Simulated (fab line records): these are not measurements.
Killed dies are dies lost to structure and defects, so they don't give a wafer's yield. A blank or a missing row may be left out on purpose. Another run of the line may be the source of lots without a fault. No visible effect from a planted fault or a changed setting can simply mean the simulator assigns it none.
Chamber matching ; flow n5_finfet ; N5_BEOL_M11_DEP_56 on pecvd-01 has 3 sister chambers
The step deposits SiCN from 3MS/NH3, target thk 30 nm, time 10.5 s. 20 wafers are shown with their chamber, then 10 later ones without.

== WAFERS WITH THEIR CHAMBER ==
wafer;chamber;throttle_valve_pct (%);showerhead_plenum_p_Torr (Torr)
L076.2;0;18.5;4.180
L076.3;2;16.4;4.149
L076.5;2;16.1;4.154
L079.3;2;16.1;4.138
L079.4;2;16.2;4.128
L079.5;1;17.1;4.183
L080.1;1;17.1;4.191
L080.3;2;16.6;4.144
L080.5;1;17.4;4.185
L083.2;0;18.6;4.174
L083.4;0;18.4;4.176
L083.6;1;16.8;4.184
L084.1;0;18.5;4.182
L084.4;1;16.9;4.184
L084.6;2;16.3;4.152
L088.4;2;16.2;4.140
L088.5;1;16.9;4.185
L088.6;0;18.6;4.173
L090.2;0;18.8;4.170
L090.3;2;16.1;4.140

SIGNATURES, as means of the wafers listed above
reading;chamber 0;chamber 1;chamber 2;scatter within a chamber
throttle_valve_pct;18.567;17.033;16.250;0.179
showerhead_plenum_p_Torr;4.17583;4.18533;4.14312;0.00618
Rule: a wafer's distance from a chamber is the root of the sum, over the readings, of the square of ((its reading less the chamber's mean) divided by the reading's scatter). The wafer belongs to the nearest chamber; if the next one is less than 2 further off, it can't be placed. The scatter: take each reading less its chamber's mean, square it, sum over the shown wafers, divide by the number of wafers less the number of chambers, and take the root.

== WAFERS MISSING THEIR CHAMBER ==
wafer;throttle_valve_pct (%);showerhead_plenum_p_Torr (Torr)
L090.4;18.5;4.176
L091.1;18.3;4.183
L091.2;16.1;4.144
L091.4;18.7;4.184
L094.1;18.3;4.178
L094.3;17.1;4.179
L094.4;16.9;4.179
L096.2;18.6;4.171
L096.3;17.0;4.178
L096.4;18.6;4.178

== THE CHAMBER EACH PASSED THROUGH ==
wafer;from the rows above;in truth
L090.4;0;0
L091.1;0;0
L091.2;2;2
L091.4;0;0
L094.1;0;0
L094.3;1;1
L094.4;1;1
L096.2;0;0
L096.3;1;1
L096.4;0;0
Correct placement for 10 of the 10. Can't be placed from these rows: 0. Number placed wrongly: 0.
